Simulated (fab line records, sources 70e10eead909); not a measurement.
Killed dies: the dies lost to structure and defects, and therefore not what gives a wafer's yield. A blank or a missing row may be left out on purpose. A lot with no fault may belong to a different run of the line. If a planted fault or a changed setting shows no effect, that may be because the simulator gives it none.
What tool caused it? -- flow nandHarc -- 24 lots with 72 wafers sampled at 6 steps, on a route of 1159 steps

## WHAT THE GAUGES READ, wafer by wafer
No reading from a measuring or inspecting step in the record can be judged against a usual standard deviation.

## WHAT TOOL EACH LOT RAN ON (gives the tool, then ch and the chambers of the sampled wafers, and finally the start)
lot,NHARC_A_STAIRCASE_TRIM_224,NHARC_A_STAIRCASE_ETCH_225,NHARC_A_STAIRCASE_TRIM_229,NHARC_A_STAIRCASE_ETCH_253,NHARC_A_STAIRCASE_DESCUM_291,NHARC_A_STAIRCASE_ALD_415
L075,"rieDiel-06 ch 0,2,3, day 11 18:03 or earlier","rieDiel-06 ch 0,2,3, day 11 18:03 or earlier","rieDiel-13 ch 2,3, day 11 18:03","rieDiel-03 ch 1,2, day 11 20:54","rieDiel-06 ch 1,2, day 12 00:38","aldHk-03 ch 1,2, day 12 09:55"
L076,"rieDiel-03 ch 0,2,3, day 11 20:01 or earlier","rieDiel-03 ch 1,2, day 11 20:01 or earlier","rieDiel-13 ch 0,2,3, day 11 20:01","rieDiel-03 ch 0,1, day 11 22:35","rieDiel-13 ch 0,3, day 12 02:28","aldHk-03 ch 0,3, day 12 12:54"
L077,"rieDiel-13 ch 1,3, day 11 22:10 or earlier","rieDiel-13 ch 0,2,3, day 11 22:10 or earlier","rieDiel-13 ch 0,3, day 11 22:10","rieDiel-03 ch 0,1,3, day 12 01:06","rieDiel-06 ch 0,1,2, day 12 04:49","aldHk-01 ch 0,1,2, day 12 14:53"
L074,"rieDiel-03 ch 1,2,3, day 11 22:38 or earlier","rieDiel-03 ch 2,3, day 11 22:38 or earlier","rieDiel-13 ch 0,2,3, day 11 22:38","rieDiel-13 ch 0,3, day 12 01:40","rieDiel-06 ch 0,1, day 12 06:53","aldHk-01 ch 1,2,3, day 12 17:41"
L078,"rieDiel-03 ch 0,1, day 12 02:20 or earlier","rieDiel-03 ch 0,2, day 12 02:20 or earlier","rieDiel-13 ch 2,3, day 12 02:20","rieDiel-13 ch 0,3, day 12 07:31","rieDiel-06 ch 0,2, day 12 13:01","aldHk-03 ch 2,3, day 12 21:27"
L080,"rieDiel-06 ch 0,2, day 12 06:56 or earlier","rieDiel-06 ch 1,2, day 12 06:56 or earlier","rieDiel-13 ch 0,1,2, day 12 06:56","rieDiel-06 ch 0,3, day 12 09:53","rieDiel-06 ch 0,1,2, day 12 17:58","aldHk-03 ch 2,3, day 13 03:19"
L079,"rieDiel-13 ch 0,1, day 12 06:24 or earlier","rieDiel-13 ch 1,3, day 12 06:24 or earlier","rieDiel-13 ch 0,2,3, day 12 06:24","rieDiel-13 ch 0,2, day 12 09:34","rieDiel-03 ch 1,2,3, day 12 14:49","aldHk-04 ch 0,1, day 13 01:58"
L082,"rieDiel-06 ch 0,1,2, day 12 17:59 or earlier","rieDiel-06 ch 0,1, day 12 17:59 or earlier","rieDiel-03 ch 0,1, day 12 17:59","rieDiel-06 ch 1,2, day 12 20:41","rieDiel-06 ch 0,1,3, day 13 03:37","aldHk-01 ch 0,2, day 13 12:25"
L081,"rieDiel-03 ch 1,2,3, day 12 18:38 or earlier","rieDiel-03 ch 0,2, day 12 18:38 or earlier","rieDiel-03 ch 0,2,3, day 12 18:38","rieDiel-06 ch 0,3, day 12 21:30","rieDiel-03 ch 2,3, day 13 04:32","aldHk-03 ch 0,2, day 13 13:03"
L083,"rieDiel-03 ch 1,2,3, day 13 14:20 or earlier","rieDiel-03 ch 0,1,2, day 13 14:20 or earlier","rieDiel-13 ch 1,2,3, day 13 14:20","rieDiel-06 ch 0,2,3, day 13 17:00","rieDiel-03 ch 1,2,3, day 13 20:46","aldHk-04 ch 0,1,3, day 14 03:41"
L085,"rieDiel-06 ch 0,1,3, day 13 21:10 or earlier","rieDiel-06 ch 0,1,3, day 13 21:10 or earlier","rieDiel-06 ch 0,1,2, day 13 21:10","rieDiel-13 ch 0,2,3, day 13 23:52","rieDiel-06 ch 0,1,2, day 14 03:35","aldHk-04 ch 0,2,3, day 14 11:59"
L084,"rieDiel-03 ch 0,1,3, day 14 01:19 or earlier","rieDiel-03 ch 0,1, day 14 01:19 or earlier","rieDiel-06 ch 0,1, day 14 01:19","rieDiel-13 ch 1,2,3, day 14 04:08","rieDiel-13 ch 1,3, day 14 07:47","aldHk-04 ch 1,3, day 14 15:02"
L086,"rieDiel-13 ch 0,1, day 14 06:36 or earlier","rieDiel-13 ch 0,3, day 14 06:36 or earlier","rieDiel-03 ch 0,1,3, day 14 06:36","rieDiel-03 ch 0,2,3, day 14 09:28","rieDiel-06 ch 1,2,3, day 14 14:38","aldHk-03 ch 0,1,2, day 15 00:13"
L087,"rieDiel-06 ch 2,3, day 14 06:46 or earlier","rieDiel-06 ch 0,2,3, day 14 06:46 or earlier","rieDiel-13 ch 0,1, day 14 06:46","rieDiel-06 ch 0,2,3, day 14 09:38","rieDiel-06 ch 0,1,2, day 14 15:02","aldHk-01 ch 0,1,2, day 15 01:26"
L088,"rieDiel-03 ch 0,1,3, day 14 11:44 or earlier","rieDiel-03 ch 1,2, day 14 11:44 or earlier","rieDiel-13 ch 1,2, day 14 11:44","rieDiel-06 ch 0,1,3, day 14 14:17","rieDiel-03 ch 0,2,3, day 14 18:05","aldHk-03 ch 0,1, day 15 03:56"
L089,"rieDiel-13 ch 0,1,3, day 15 02:31 or earlier","rieDiel-13 ch 0,3, day 15 02:31 or earlier","rieDiel-06 ch 2,3, day 15 02:31","rieDiel-03 ch 0,1,3, day 15 05:21","rieDiel-06 ch 0,1,2, day 15 09:58","aldHk-03 ch 0,1,2, day 15 18:22"
L090,"rieDiel-06 ch 0,3, day 15 03:37 or earlier","rieDiel-06 ch 1,2, day 15 03:37 or earlier","rieDiel-06 ch 1,2, day 15 03:37","rieDiel-03 ch 0,1, day 15 06:11","rieDiel-06 ch 0,1, day 15 10:31","aldHk-04 ch 0,1, day 15 19:56"
L091,"rieDiel-06 ch 0,1,3, day 15 14:37 or earlier","rieDiel-06 ch 0,2,3, day 15 14:37 or earlier","rieDiel-06 ch 0,2,3, day 15 14:37","rieDiel-13 ch 1,2,3, day 15 17:48","rieDiel-13 ch 0,2,3, day 16 00:20","aldHk-04 ch 1,2,3, day 16 09:01"
L092,"rieDiel-03 ch 0,1,2, day 15 14:53 or earlier","rieDiel-03 ch 1,2,3, day 15 14:53 or earlier","rieDiel-13 ch 2,3, day 15 14:53","rieDiel-13 ch 1,2,3, day 15 17:38","rieDiel-06 ch 0,1,2, day 15 23:18","aldHk-03 ch 0,1,2, day 16 07:31"
L093,"rieDiel-06 ch 0,1,3, day 15 22:06 or earlier","rieDiel-06 ch 0,2, day 15 22:06 or earlier","rieDiel-06 ch 0,3, day 15 22:06","rieDiel-03 ch 2,3, day 16 00:46","rieDiel-06 ch 0,1, day 16 05:31","aldHk-04 ch 1,3, day 16 12:50"
L094,"rieDiel-13 ch 1,3, day 15 23:07 or earlier","rieDiel-13 ch 0,2,3, day 15 23:07 or earlier","rieDiel-13 ch 0,3, day 15 23:07","rieDiel-13 ch 1,2,3, day 16 01:55","rieDiel-13 ch 0,1,2, day 16 07:21","aldHk-01 ch 1,2,3, day 16 15:02"
L096,"rieDiel-06 ch 0,1,2, day 16 12:49 or earlier","rieDiel-06 ch 1,2,3, day 16 12:49 or earlier","rieDiel-13 ch 0,1,2, day 16 12:49","rieDiel-13 ch 1,2,3, day 16 16:19","rieDiel-03 ch 0,1,3, day 16 23:28","aldHk-03 ch 1,2,3, day 17 07:41"
L095,"rieDiel-13 ch 0,1,3, day 16 17:36 or earlier","rieDiel-13 ch 0,1,3, day 16 17:36 or earlier","rieDiel-13 ch 1,2,3, day 16 17:36","rieDiel-06 ch 0,2,3, day 16 20:21","rieDiel-13 ch 0,1,3, day 17 01:13","aldHk-01 ch 1,2,3, day 17 08:28"
L097,"rieDiel-06 ch 0,2,3, day 17 03:32 or earlier","rieDiel-06 ch 1,2,3, day 17 03:32 or earlier","rieDiel-13 ch 0,2,3, day 17 03:32","rieDiel-03 ch 1,2,3, day 17 06:17","rieDiel-06 ch 1,2,3, day 17 12:38","aldHk-04 ch 0,3, day 17 21:31"
- NHARC_A_STAIRCASE_TRIM_224: chemistry O2, time 211.2 s.
- NHARC_A_STAIRCASE_ETCH_225: etches the open film in C4F8/O2, target depth 100 nm, time 40.5 s.
- NHARC_A_STAIRCASE_TRIM_229: chemistry O2, time 211.2 s.
- NHARC_A_STAIRCASE_ETCH_253: etches the open film in C4F8/O2, target depth 50 nm, time 20.2 s.
- NHARC_A_STAIRCASE_DESCUM_291: chemistry O2, time 3 s.
- NHARC_A_STAIRCASE_ALD_415: deposits SiO2, target thk 30 nm, pulse time 6 s, ald cycles 300.

## AS READ BY THE TOOLS THEMSELVES (means over the sampled wafers that have a number; for cases with no such wafer, the mark the record gives instead)
NHARC_A_STAIRCASE_TRIM_224. Usual: drypumpMotorCurrentA 5.5 A, standard deviation 0.42; oesProductAu 0.998 a.u., standard deviation 0.01; rfVppV 57.9 V, standard deviation 1; showerheadPlenumPTorr 3.54 Torr, standard deviation 0.18; throttleValvePct 17.037 %, standard deviation 0.0083.
lot,tool,drypumpMotorCurrentA (A),oesProductAu (a.u.),rfVppV (V),showerheadPlenumPTorr (Torr),throttleValvePct (%),flag
L075,rieDiel-06,5.8,1.001,58.0,3.51,17.034,
L076,rieDiel-03,5.2,0.982,58.3,3.64,17.041,
L077,rieDiel-13,5.7,1.019,57.9,3.38,17.034,
L074,rieDiel-03,5.5,0.999,58.6,3.69,17.032,
L078,rieDiel-03,6.0,0.997,58.5,3.57,17.036,
L080,rieDiel-06,5.7,0.993,58.6,3.51,17.042,
L079,rieDiel-13,5.4,1.006,57.9,3.62,17.040,
L082,rieDiel-06,5.4,1.000,57.5,3.53,17.035,
L081,rieDiel-03,5.5,0.990,58.5,3.68,17.042,
L083,rieDiel-03,5.5,0.997,58.4,3.68,17.036,
L085,rieDiel-06,5.6,0.993,57.4,3.38,17.042,
L084,rieDiel-03,5.8,0.998,58.1,3.62,17.038,
L086,rieDiel-13,5.4,0.998,57.2,3.61,17.035,
L087,rieDiel-06,5.9,0.997,56.5,3.49,17.032,
L088,rieDiel-03,5.8,1.001,57.2,3.62,17.041,
L089,rieDiel-13,5.5,1.005,58.8,3.66,17.033,
L090,rieDiel-06,6.0,0.990,57.2,3.34,17.028,
L091,rieDiel-06,5.6,1.000,58.2,3.37,17.036,
L092,rieDiel-03,5.5,0.994,58.1,3.56,17.032,
L093,rieDiel-06,5.6,0.992,58.3,3.37,17.034,
L094,rieDiel-13,5.5,1.007,59.0,3.64,17.031,
L096,rieDiel-06,5.4,1.000,57.7,3.51,17.031,
L095,rieDiel-13,5.5,1.009,58.1,3.65,17.041,
L097,rieDiel-06,5.8,1.000,57.5,3.48,17.035,

NHARC_A_STAIRCASE_ETCH_225. Usual: oesProductAu 0.941 a.u., standard deviation 0.012; rfVppV 897 V, standard deviation 6.5.
lot,tool,oesProductAu (a.u.),rfVppV (V),flag
L075,rieDiel-06,0.947,895,
L076,rieDiel-03,0.938,899,
L077,rieDiel-13,0.952,892,
L074,rieDiel-03,0.935,903,
L078,rieDiel-03,0.932,896,
L080,rieDiel-06,0.926,898,
L079,rieDiel-13,0.950,891,
L082,rieDiel-06,0.930,890,
L081,rieDiel-03,0.925,898,
L083,rieDiel-03,0.948,898,
L085,rieDiel-06,0.928,890,
L084,rieDiel-03,0.961,897,
L086,rieDiel-13,0.948,902,
L087,rieDiel-06,0.936,895,
L088,rieDiel-03,0.932,898,
L089,rieDiel-13,0.944,901,
L090,rieDiel-06,0.953,895,
L091,rieDiel-06,0.935,895,
L092,rieDiel-03,0.944,901,
L093,rieDiel-06,0.942,900,
L094,rieDiel-13,0.927,898,
L096,rieDiel-06,0.945,895,
L095,rieDiel-13,0.947,901,
L097,rieDiel-06,0.954,895,

NHARC_A_STAIRCASE_TRIM_229. Usual: drypumpMotorCurrentA 5.5 A, standard deviation 0.31; oesProductAu 1.002 a.u., standard deviation 0.0085; rfVppV 57.9 V, standard deviation 0.96; showerheadPlenumPTorr 3.53 Torr, standard deviation 0.17; throttleValvePct 17.037 %, standard deviation 0.01.
lot,tool,drypumpMotorCurrentA (A),oesProductAu (a.u.),rfVppV (V),showerheadPlenumPTorr (Torr),throttleValvePct (%),flag
L075,rieDiel-13,5.7,1.006,56.8,3.30,17.037,
L076,rieDiel-13,5.5,1.007,56.5,3.41,17.040,
L077,rieDiel-13,5.5,1.002,57.7,3.52,17.036,
L074,rieDiel-13,5.6,1.002,57.4,3.41,17.034,
L078,rieDiel-13,5.7,1.009,57.5,3.30,17.034,
L080,rieDiel-13,5.4,1.000,57.9,3.51,17.030,
L079,rieDiel-13,5.5,1.007,57.6,3.41,17.038,
L082,rieDiel-03,5.8,0.997,57.6,3.52,17.031,
L081,rieDiel-03,5.2,0.991,57.6,3.64,17.045,
L083,rieDiel-13,5.6,0.998,57.5,3.56,17.028,
L085,rieDiel-06,5.4,0.998,58.1,3.53,17.042,
L084,rieDiel-06,5.2,0.999,56.8,3.40,17.034,
L086,rieDiel-03,5.8,0.995,58.2,3.62,17.033,
L087,rieDiel-13,5.3,0.999,58.0,3.61,17.035,
L088,rieDiel-13,5.4,0.996,58.5,3.48,17.036,
L089,rieDiel-06,5.9,1.003,58.0,3.49,17.042,
L090,rieDiel-06,5.2,1.007,57.8,3.54,17.041,
L091,rieDiel-06,5.8,0.993,58.1,3.49,17.038,
L092,rieDiel-13,5.7,1.003,58.6,3.63,17.025,
L093,rieDiel-06,5.9,0.997,57.3,3.34,17.027,
L094,rieDiel-13,5.6,1.002,58.8,3.74,17.033,
L096,rieDiel-13,5.4,1.010,57.5,3.49,17.047,
L095,rieDiel-13,5.6,1.011,58.5,3.54,17.039,
L097,rieDiel-13,5.6,1.010,58.6,3.57,17.038,

NHARC_A_STAIRCASE_ETCH_253. Usual: oesProductAu 0.952 a.u., standard deviation 0.018; rfVppV 896 V, standard deviation 6.2.
lot,tool,oesProductAu (a.u.),rfVppV (V),flag
L075,rieDiel-03,0.956,899,
L076,rieDiel-03,0.942,896,
L077,rieDiel-03,0.965,899,
L074,rieDiel-13,0.957,891,
L078,rieDiel-13,0.937,892,
L080,rieDiel-06,0.948,889,
L079,rieDiel-13,0.949,892,
L082,rieDiel-06,0.956,900,
L081,rieDiel-06,0.957,890,
L083,rieDiel-06,0.977,894,
L085,rieDiel-13,0.926,898,
L084,rieDiel-13,0.971,896,
L086,rieDiel-03,0.949,900,
L087,rieDiel-06,0.968,894,
L088,rieDiel-06,0.922,890,
L089,rieDiel-03,0.949,900,
L090,rieDiel-03,0.945,896,
L091,rieDiel-13,0.961,896,
L092,rieDiel-13,0.947,897,
L093,rieDiel-03,0.975,902,
L094,rieDiel-13,0.948,897,
L096,rieDiel-13,0.976,896,
L095,rieDiel-06,0.946,894,
L097,rieDiel-03,0.923,901,

NHARC_A_STAIRCASE_DESCUM_291. Usual: drypumpMotorCurrentA 5.5 A, standard deviation 0.4; oesProductAu 0.999 a.u., standard deviation 0.01; rfVppV 57.8 V, standard deviation 0.86; showerheadPlenumPTorr 1.92 Torr, standard deviation 0.11; throttleValvePct 11.313 %, standard deviation 0.01.
lot,tool,drypumpMotorCurrentA (A),oesProductAu (a.u.),rfVppV (V),showerheadPlenumPTorr (Torr),throttleValvePct (%),flag
L075,rieDiel-06,5.4,0.997,58.4,2.00,11.311,
L076,rieDiel-13,5.5,1.011,58.3,1.91,11.315,
L077,rieDiel-06,5.4,0.991,57.8,1.92,11.318,
L074,rieDiel-06,5.2,0.989,56.9,1.85,11.302,
L078,rieDiel-06,5.6,0.996,57.5,1.99,11.312,
L080,rieDiel-06,5.4,0.995,57.8,1.91,11.315,
L079,rieDiel-03,5.5,0.991,58.6,2.00,11.316,
L082,rieDiel-06,5.6,1.000,58.5,1.83,11.322,
L081,rieDiel-03,5.0,0.988,58.1,2.01,11.316,
L083,rieDiel-03,5.5,1.001,57.9,2.00,11.304,
L085,rieDiel-06,5.4,0.992,56.8,1.91,11.312,
L084,rieDiel-13,5.7,0.997,58.5,2.03,11.320,
L086,rieDiel-06,5.6,1.014,58.2,1.91,11.300,
L087,rieDiel-06,5.4,1.002,57.1,1.91,11.309,
L088,rieDiel-03,5.2,0.988,58.5,1.97,11.312,
L089,rieDiel-06,5.4,1.011,58.1,1.91,11.307,
L090,rieDiel-06,5.4,0.997,57.4,1.82,11.308,
L091,rieDiel-13,5.5,0.997,57.2,1.94,11.304,
L092,rieDiel-06,5.4,1.002,57.7,1.91,11.310,
L093,rieDiel-06,5.4,0.996,56.7,1.82,11.314,
L094,rieDiel-13,5.4,1.005,57.8,1.89,11.319,
L096,rieDiel-03,5.8,0.991,58.0,1.96,11.316,
L095,rieDiel-13,5.5,1.005,58.0,1.99,11.315,
L097,rieDiel-06,5.6,1.005,58.0,1.90,11.308,

NHARC_A_STAIRCASE_ALD_415. Usual: heaterPowerW 491 W, standard deviation 56; precursorPulseHeightRel 1.002, standard deviation 0.019.
lot,tool,heaterPowerW (W),precursorPulseHeightRel,flag
L075,aldHk-03,435,1.010,
L076,aldHk-03,501,1.000,
L077,aldHk-01,487,0.997,
L074,aldHk-01,486,0.985,
L078,aldHk-03,499,1.009,
L080,aldHk-03,472,1.003,
L079,aldHk-04,492,1.007,
L082,aldHk-01,452,0.980,
L081,aldHk-03,457,1.009,
L083,aldHk-04,531,1.004,
L085,aldHk-04,540,0.992,
L084,aldHk-04,565,1.015,
L086,aldHk-03,452,0.993,
L087,aldHk-01,489,1.006,
L088,aldHk-03,445,0.999,
L089,aldHk-03,444,0.999,
L090,aldHk-04,498,0.978,
L091,aldHk-04,556,1.005,
L092,aldHk-03,461,0.996,
L093,aldHk-04,523,1.015,
L094,aldHk-01,481,1.004,
L096,aldHk-03,440,1.015,
L095,aldHk-01,477,1.011,
L097,aldHk-04,522,1.015,

## THE ANSWER, worked out from the rows above alone
Rule: a lot counts as off when the mean over its wafers that have a number is more than 3 standard deviations away from the usual mean. Also off: a lot with no number at a reading for which 4 or more lots have one. Any other lot the step has rows for is counted as sound. Order of review: gauges by route order, followed by the tools' own readings, for which a lot's mean as printed above is used. At the first step where some lot is off, the reading lying furthest off is the one used; lots without a number count as furthest.
No lot is off at any reading shown: from this, nothing can be told.

## WHAT THE SIMULATOR HAD INSERTED
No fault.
